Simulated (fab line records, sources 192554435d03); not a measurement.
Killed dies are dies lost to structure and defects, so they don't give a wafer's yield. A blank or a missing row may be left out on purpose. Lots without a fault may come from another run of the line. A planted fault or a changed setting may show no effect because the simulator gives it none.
Split-lot experiment | flow n5_finfet | 7 lots, 21 wafers read, on a route of 1938 steps

THE SPLIT
At N5_BEOL_M1_EXPOSE_08 (exposes mask M1), the setting dose_mj was moved away from the recipe's 33 on 4 of the 21 wafers read, by -5.8% to +6.2%. The other wafers ran this setting at the recipe's value.

FROM THE SPLIT TO THE READING: what the file shows between them, 13 steps
- N5_BEOL_M1_PEB_09: peb time 60 s
- N5_BEOL_M1_DEVELOP_10: develop time 30 s
- N5_BEOL_M1_CD_MEAS_11: target cd 17.05 nm
- N5_BEOL_M1_DESCUM_16: chemistry O2, time 7 s
- N5_BEOL_M1_ETCH_74: etches underlayer in N2/H2, target depth 6.5 nm, time 5.2 s
- N5_BEOL_M1_ETCH_63: etches SiARC in CF4, target depth 15.6 nm, time 26 s
- N5_BEOL_M1_ETCH_64: etches SOC in N2/H2, target depth 75 nm, overetch 15 nm, time 112.5 s
- N5_BEOL_M1_STRIP_75: strips in N2/H2
- N5_BEOL_M1_STRIP_66: strips in CF4
- N5_BEOL_M1_HM_OPEN_17: chemistry Cl2/BCl3, target TiN, target depth 20 nm, overetch 6 nm
- N5_BEOL_M1_STRIP_19: strips in O2
- N5_BEOL_M1_PRECLEAN_42: cleans in residue remover, time 60 s
- N5_BEOL_M1_SRD_43: time 30 s

THE READING
cd_nm, in nm, at N5_BEOL_M1_CD_MEAS_35 (target cd 18 nm, target cd y 21 nm). Fault-free wafers of this fab line usually give 17.9 nm, standard deviation 0.41 nm.

wafer  | tool, chamber at the split | dose_mj as run | against the recipe | cd_nm, nm | against lot-mates on the recipe
L075.3 | euv_scanner-01, 0          | 33             | recipe             | 17.9      | -
L075.5 | euv_scanner-01, 0          | 33             | recipe             | 18.4      | -
L075.6 | euv_scanner-01, 0          | 33             | recipe             | 18.4      | -
L080.1 | euv_scanner-02, 0          | 33             | recipe             | 17.6      | -
L080.2 | euv_scanner-02, 0          | 33             | recipe             | 18.1      | -
L080.4 | euv_scanner-02, 0          | 31.23          | -5.4%              | 16.9      | -1.0
L081.1 | euv_scanner-01, 0          | 33             | recipe             | 18.4      | -
L081.4 | euv_scanner-01, 0          | 33             | recipe             | 18.1      | -
L081.6 | euv_scanner-01, 0          | 33             | recipe             | 18.0      | -
L087.1 | euv_scanner-02, 0          | 33             | recipe             | 19.5      | -
L087.3 | euv_scanner-02, 0          | 33             | recipe             | 18.6      | -
L087.4 | euv_scanner-02, 0          | 31.07          | -5.8%              | 16.5      | -2.6
L089.2 | euv_scanner-02, 0          | 33             | recipe             | 18.2      | -
L089.4 | euv_scanner-02, 0          | 33             | recipe             | 18.3      | -
L089.5 | euv_scanner-02, 0          | 33             | recipe             | 17.5      | -
L090.1 | euv_scanner-01, 0          | 33             | recipe             | 17.7      | -
L090.2 | euv_scanner-01, 0          | 35.06          | +6.2%              | 19.2      | +1.5
L090.5 | euv_scanner-01, 0          | 35.06          | +6.2%              | 19.7      | +2.0
L094.1 | euv_scanner-01, 0          | 33             | recipe             | 17.8      | -
L094.5 | euv_scanner-01, 0          | 33             | recipe             | 17.7      | -
L094.6 | euv_scanner-01, 0          | 33             | recipe             | 18.1      | -

THE FIT
A straight line over all 21 wafers: cd_nm changes by +0.232 nm for each +1% of dose_mj; r = +0.82; the points scatter about the line by 0.45 nm.
The same after taking each lot's own level away (the mean of its wafers on the recipe; 21 wafers): +0.297 nm for each +1%; r = +0.91; scatter 0.36 nm.
On that fit, the largest move of dose_mj shifts the reading by 1.9 nm.
The lots' own levels span 17.70 to 19.05 nm, that is 3.3 times the standard deviation above.
So the lot-to-lot level changes the slope: the two fits differ.
Check: with one of the wafers moved furthest among these (+6.2%) left out of the fit, the line predicts +2 nm for it against its lot-mates. It came out at +1.5 nm against them.

THE WHOLE CHAIN: every reading that the file lists as answering this split, in the file's order
step                  | what it does                                                      | reading                                                               | change (the file's fit)               | r (the file's)
N5_BEOL_M1_CD_MEAS_11 | target cd 17.05 nm                                                | cd_nm                                                                 | +0.198 nm for each +1% of the setting | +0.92
N5_BEOL_M1_ETCH_74    | etches underlayer in N2/H2, target depth 6.5 nm, time 5.2 s       | BEOL_M1.cd_offset_nm (the simulator's own value, which no gauge read) | +0.241 nm for each +1% of the setting | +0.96
N5_BEOL_M1_HM_OPEN_17 | chemistry Cl2/BCl3, target TiN, target depth 20 nm, overetch 6 nm | BEOL_M1.cd_offset_nm (the simulator's own value, which no gauge read) | +0.276 nm for each +1% of the setting | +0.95
N5_BEOL_M1_CD_MEAS_35 | target cd 18 nm, target cd y 21 nm                                | cd_nm                                                                 | +0.303 nm for each +1% of the setting | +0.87

THE FILE'S OWN FIT
cd_nm changes by +0.303 nm for each +1% of dose_mj, r = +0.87.
